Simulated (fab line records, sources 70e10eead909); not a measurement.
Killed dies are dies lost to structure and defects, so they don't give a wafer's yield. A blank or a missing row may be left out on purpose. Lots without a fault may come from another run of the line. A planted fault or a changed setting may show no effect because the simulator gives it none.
Which tool did it? | flow nand_harc | 10 lots, 29 wafers sampled, at 5 steps of a route of 1159

WHAT THE GAUGES READ, wafer by wafer
NHARC_END_SORT_01. Usual: killed_at_array 25, standard deviation 7.8; killed_at_other 0.6, standard deviation 0.81; killed_at_periphery 3.3, standard deviation 2.2; killed_dies 29, standard deviation 8.2; killed_open 3.5, standard deviation 1.9; killed_short 1.8, standard deviation 1.3.
lot  | measured     | on        | killed_at_array | killed_at_other | killed_at_periphery | killed_dies | killed_open | killed_short | flag
L416 | day 23 03:17 | prober-01 | 14 582 14       | 3 0 2           | 1 2 3               | 18 584 19   | 4 1 3       | 0 2 2        | OFF
L418 | day 23 19:43 | prober-01 | 29 578          | 1 1             | 3 4                 | 33 583      | 6 5         | 0 4          | OFF

WHICH TOOL RAN EACH LOT (tool, then ch and the chambers of the sampled wafers, then the start)
lot  | NHARC_A_SGD_CUT_ETCH_58            | NHARC_A_SGD_CUT_ETCH_59                       | NHARC_A_SGD_CUT_ETCH_15                       | NHARC_A_SGD_CUT_STRIP_28
L402 | rie_diel-02 ch 0,2,3, day 13 04:18 | rie_diel-02 ch 0,2, no start                  | rie_diel-02 ch 1,3, no start                  | rie_diel-02 ch 0,1,2, no start
L404 | rie_diel-04 ch 0,1,2, day 14 07:18 | rie_diel-04 ch 1,2, no start                  | rie_diel-04 ch 0,3, no start                  | rie_diel-01 ch 1,2,3, no start
L403 | rie_diel-04 ch 2,3, day 14 07:40   | rie_diel-04 ch 0,2, no start                  | rie_diel-04 ch 0,2,3, no start                | rie_diel-01 ch 0,1, no start
L407 | rie_diel-01 ch 1,2,3, day 14 16:08 | rie_diel-01 ch 0,1,2, day 14 23:20 or earlier | rie_diel-01 ch 0,1,3, day 14 23:20 or earlier | rie_diel-04 ch 1,2,3, day 14 23:20
L405 | rie_diel-04 ch 1,3, day 14 16:20   | rie_diel-04 ch 1,3, no start                  | rie_diel-04 ch 2,3, no start                  | rie_diel-01 ch 0,2,3, no start
L412 | rie_diel-02 ch 0,2,3, day 16 03:37 | rie_diel-02 ch 0,1, no start                  | rie_diel-02 ch 1,2,3, no start                | rie_diel-04 ch 0,2,3, no start
L416 | rie_diel-02 ch 1,3, day 17 13:19   | rie_diel-02 ch 2,3, day 23 03:17 or earlier   | rie_diel-02 ch 1,2, day 23 03:17 or earlier   | rie_diel-02 ch 2,3, day 23 03:17 or earlier
L418 | rie_diel-02 ch 2,3, day 17 22:50   | rie_diel-02 ch 0,1, day 23 19:43 or earlier   | rie_diel-02 ch 0,2, day 23 19:43 or earlier   | rie_diel-01 ch 1,3, day 23 19:43 or earlier
L421 | rie_diel-01 ch 0,3, day 19 00:24   | rie_diel-01 ch 0,1,2, no start                | rie_diel-01 ch 0,1,2, no start                | rie_diel-01 ch 0,1, no start
L424 | rie_diel-04 ch 1,3, day 19 07:04   | rie_diel-04 ch 1,3, no start                  | rie_diel-04 ch 1,3, no start                  | rie_diel-01 ch 2,3, no start
- NHARC_A_SGD_CUT_ETCH_58: etches the open film in CF4, target depth 39 nm, time 65 s.
- NHARC_A_SGD_CUT_ETCH_59: etches the open film in N2/H2, target depth 260 nm, time 406.25 s.
- NHARC_A_SGD_CUT_ETCH_15: etches the open film in CH3F/O2, target depth 75 nm, time 64.3 s.
- NHARC_A_SGD_CUT_STRIP_28: strips in O2, time 20 s.

WHAT THE TOOLS THEMSELVES READ (means of the sampled wafers that have a number; where no wafer has one, the mark that the record gives instead)
NHARC_A_SGD_CUT_ETCH_58. Usual: chamber_pressure_mTorr 50.00 mTorr, standard deviation 0.045; drypump_motor_current_A 5.6 A, standard deviation 0.49; oes_product_au 0.997 a.u., standard deviation 0.016; rf_fwd_power_W 297.0 W, standard deviation 1.1; rf_vpp_V 151.6 V, standard deviation 1; run_length_s 86.3 s, standard deviation 0.5; showerhead_plenum_p_Torr 1.80 Torr, standard deviation 0.055; throttle_valve_pct 13.284 %, standard deviation 0.0089.
lot  | tool        | chamber_pressure_mTorr (mTorr) | drypump_motor_current_A (A) | oes_product_au (a.u.) | rf_fwd_power_W (W) | rf_vpp_V (V) | run_length_s (s) | showerhead_plenum_p_Torr (Torr) | throttle_valve_pct (%) | flag
L402 | rie_diel-02 | 49.99                          | 5.9                         | 1.002                 | 296.9              | 151.9        | 86.0             | 1.80                            | 13.281                 |
L404 | rie_diel-04 | 49.98                          | 5.4                         | 0.997                 | 297.1              | 151.5        | 86.2             | 1.78                            | 13.279                 |
L403 | rie_diel-04 | 49.98                          | 5.0                         | 0.995                 | 296.7              | 152.0        | 86.3             | 1.81                            | 13.275                 |
L407 | rie_diel-01 | 50.03                          | 6.1                         | 0.986                 | 296.5              | 151.5        | 86.6             | 1.80                            | 13.290                 |
L405 | rie_diel-04 | 49.96                          | 5.2                         | 0.981                 | 297.7              | 151.5        | 86.9             | 1.76                            | 13.287                 |
L412 | rie_diel-02 | 50.02                          | 5.9                         | 1.005                 | 297.7              | 151.9        | 86.1             | 1.79                            | 13.282                 |
L416 | rie_diel-02 | 50.04                          | 5.3                         | 0.997                 | 297.6              | 152.5        | 79.7             | 1.86                            | 13.283                 | OFF
L418 | rie_diel-02 | 50.00                          | 5.8                         | 0.984                 | 297.0              | 152.3        | 76.1             | 1.84                            | 13.282                 | OFF
L421 | rie_diel-01 | 50.01                          | 5.6                         | 0.987                 | 297.2              | 151.1        | 86.2             | 1.75                            | 13.289                 |
L424 | rie_diel-04 | 50.02                          | 5.3                         | 0.991                 | 298.2              | 150.7        | 86.9             | 1.78                            | 13.284                 |

NHARC_A_SGD_CUT_ETCH_59. Usual: chamber_pressure_mTorr 30.001 mTorr, standard deviation 0.03; drypump_motor_current_A 5.6 A, standard deviation 0.49; oes_product_au 0.995 a.u., standard deviation 0.013; rf_fwd_power_W 399.3 W, standard deviation 1.2; rf_vpp_V 431.7 V, standard deviation 2.2; run_length_s 427.6 s, standard deviation 0.49; showerhead_plenum_p_Torr 2.08 Torr, standard deviation 0.071; throttle_valve_pct 14.172 %, standard deviation 0.0093.
lot  | tool        | chamber_pressure_mTorr (mTorr) | drypump_motor_current_A (A) | oes_product_au (a.u.) | rf_fwd_power_W (W) | rf_vpp_V (V) | run_length_s (s) | showerhead_plenum_p_Torr (Torr) | throttle_valve_pct (%) | flag
L402 | rie_diel-02 | 30.029                         | 6.1                         | 0.998                 | 400.8              | 430.5        | 427.1            | 2.04                            | 14.176                 |
L404 | rie_diel-04 | 30.024                         | 5.0                         | 0.991                 | 399.1              | 431.1        | 427.4            | 2.07                            | 14.171                 |
L403 | rie_diel-04 | 29.986                         | 5.3                         | 1.001                 | 398.3              | 433.0        | 427.4            | 2.10                            | 14.163                 |
L407 | rie_diel-01 | 29.989                         | 6.3                         | 0.983                 | 400.3              | 432.6        | 427.6            | 2.12                            | 14.162                 |
L405 | rie_diel-04 | 30.020                         | 5.3                         | 0.988                 | 400.7              | 430.9        | 428.1            | 2.07                            | 14.180                 |
L412 | rie_diel-02 | 29.992                         | 5.6                         | 1.017                 | 398.3              | 429.4        | 427.5            | 1.99                            | 14.174                 |
L416 | rie_diel-02 | 29.971                         | 6.0                         | 0.994                 | 398.0              | 432.3        | 427.2            | 2.11                            | 14.173                 |
L418 | rie_diel-02 | 30.014                         | 5.5                         | 1.003                 | 398.4              | 428.9        | 427.7            | 2.01                            | 14.166                 |
L421 | rie_diel-01 | 30.015                         | 6.3                         | 0.980                 | 399.2              | 433.8        | 427.7            | 2.11                            | 14.169                 |
L424 | rie_diel-04 | 30.015                         | 5.3                         | 0.979                 | 399.4              | 430.3        | 428.1            | 2.02                            | 14.160                 |

NHARC_A_SGD_CUT_ETCH_15. Usual: ch3f_flow_sccm 50.00 sccm, standard deviation 0.15; chamber_pressure_mTorr 25.000 mTorr, standard deviation 0.021; drypump_motor_current_A 5.6 A, standard deviation 0.49; oes_product_au 0.960 a.u., standard deviation 0.018; rf_fwd_power_W 495.1 W, standard deviation 1.7; rf_vpp_V 264.5 V, standard deviation 1.5; run_length_s 85.6 s, standard deviation 0.51; showerhead_plenum_p_Torr 2.50 Torr, standard deviation 0.079; throttle_valve_pct 20.663 %, standard deviation 0.0089.
lot  | tool        | ch3f_flow_sccm (sccm) | chamber_pressure_mTorr (mTorr) | drypump_motor_current_A (A) | oes_product_au (a.u.) | rf_fwd_power_W (W) | rf_vpp_V (V) | run_length_s (s) | showerhead_plenum_p_Torr (Torr) | throttle_valve_pct (%) | flag
L402 | rie_diel-02 | 50.13                 | 25.017                         | 5.2                         | 0.962                 | 495.8              | 265.6        | 85.9             | 2.55                            | 20.668                 |
L404 | rie_diel-04 | 50.13                 | 25.007                         | 5.5                         | 0.956                 | 494.7              | 265.3        | 85.9             | 2.52                            | 20.663                 |
L403 | rie_diel-04 | 50.01                 | 25.008                         | 5.4                         | 0.963                 | 493.7              | 264.9        | 85.7             | 2.52                            | 20.653                 |
L407 | rie_diel-01 | 50.06                 | 24.982                         | 5.9                         | 0.953                 | 494.1              | 264.0        | 85.5             | 2.51                            | 20.668                 |
L405 | rie_diel-04 | 49.99                 | 24.993                         | 5.0                         | 0.942                 | 494.8              | 265.3        | 85.6             | 2.52                            | 20.662                 |
L412 | rie_diel-02 | 50.02                 | 25.013                         | 5.6                         | 0.936                 | 496.7              | 264.3        | 85.7             | 2.55                            | 20.660                 |
L416 | rie_diel-02 | 50.10                 | 24.982                         | 5.4                         | 0.949                 | 495.6              | 264.2        | 85.7             | 2.52                            | 20.667                 |
L418 | rie_diel-02 | 50.03                 | 25.007                         | 6.1                         | 0.976                 | 498.2              | 263.4        | 85.1             | 2.43                            | 20.674                 |
L421 | rie_diel-01 | 49.90                 | 25.006                         | 6.3                         | 0.943                 | 496.0              | 265.2        | 85.8             | 2.54                            | 20.655                 |
L424 | rie_diel-04 | 49.79                 | 24.986                         | 5.3                         | 0.945                 | 495.0              | 264.5        | 86.1             | 2.48                            | 20.666                 |

NHARC_A_SGD_CUT_STRIP_28. Usual: chamber_pressure_mTorr 60.01 mTorr, standard deviation 0.057; drypump_motor_current_A 5.8 A, standard deviation 0.49; oes_product_au 0.995 a.u., standard deviation 0.015; rf_vpp_V 57.8 V, standard deviation 0.83; showerhead_plenum_p_Torr 3.59 Torr, standard deviation 0.1; throttle_valve_pct 17.036 %, standard deviation 0.0088.
lot  | tool        | chamber_pressure_mTorr (mTorr) | drypump_motor_current_A (A) | oes_product_au (a.u.) | rf_vpp_V (V) | showerhead_plenum_p_Torr (Torr) | throttle_valve_pct (%) | flag
L402 | rie_diel-02 | 59.94                          | 5.7                         | 1.001                 | 57.8         | 3.53                            | 17.033                 |
L404 | rie_diel-01 | 60.01                          | 6.1                         | 0.995                 | 57.2         | 3.59                            | 17.039                 |
L403 | rie_diel-01 | 60.00                          | 6.1                         | 0.962                 | 57.6         | 3.66                            | 17.042                 |
L407 | rie_diel-04 | 60.08                          | 5.2                         | 0.993                 | 57.9         | 3.57                            | 17.032                 |
L405 | rie_diel-01 | 60.03                          | 6.0                         | 0.988                 | 57.4         | 3.55                            | 17.040                 |
L412 | rie_diel-04 | 59.99                          | 5.4                         | 0.998                 | 57.8         | 3.61                            | 17.049                 |
L416 | rie_diel-02 | 59.99                          | 6.0                         | 0.998                 | 58.6         | 3.65                            | 17.032                 |
L418 | rie_diel-01 | 60.02                          | 5.8                         | 0.998                 | 57.9         | 3.59                            | 17.038                 |
L421 | rie_diel-01 | 60.02                          | 6.2                         | 0.986                 | 57.9         | 3.70                            | 17.024                 |
L424 | rie_diel-01 | 59.97                          | 5.8                         | 0.997                 | 57.4         | 3.48                            | 17.032                 |

THE ANSWER, worked out from the rows above alone
Rule: a lot is off if the mean of its wafers that have a number lies more than 3 standard deviations from the usual mean. A lot without any number at a reading at which 4 lots or more have one is off too. The other lots that the step has rows for count as sound. The gauges are gone through in route order, then the tools' own readings, and for those a lot's mean is taken as printed above. The first step at which some lot is off is used, and at that step the reading that is off furthest; a lot without a number counts as furthest.
Off: L416, L418, at NHARC_END_SORT_01 (killed_at_array). Neither off nor sound, because the step has no rows for them: L402, L404, L403, L407, L405, L412, L421, L424.
A tool fits if, at a process step before that reading, it ran every lot that is off, and no sound lot after the first of them. The gauges at NHARC_END_SORT_01 aren't tried: what is off there is off at NHARC_A_SGD_CUT_ETCH_58 too, on other tools, and a gauge's error can't cause that. NHARC_A_SGD_CUT_ETCH_59 gives no start for some lots, so the hours and the order of its lots are those of NHARC_END_SORT_01. NHARC_A_SGD_CUT_ETCH_15 gives no start for some lots, so the hours and the order of its lots are those of NHARC_END_SORT_01. NHARC_A_SGD_CUT_STRIP_28 gives no start for some lots, so the hours and the order of its lots are those of NHARC_END_SORT_01. One fits: rie_diel-02 at NHARC_A_SGD_CUT_ETCH_58 and NHARC_A_SGD_CUT_ETCH_59 and NHARC_A_SGD_CUT_ETCH_15. It ran no sound lot before its first lot that is off in this sample, so the start can't be narrowed down.

WHAT THE SIMULATOR HAD PUT IN
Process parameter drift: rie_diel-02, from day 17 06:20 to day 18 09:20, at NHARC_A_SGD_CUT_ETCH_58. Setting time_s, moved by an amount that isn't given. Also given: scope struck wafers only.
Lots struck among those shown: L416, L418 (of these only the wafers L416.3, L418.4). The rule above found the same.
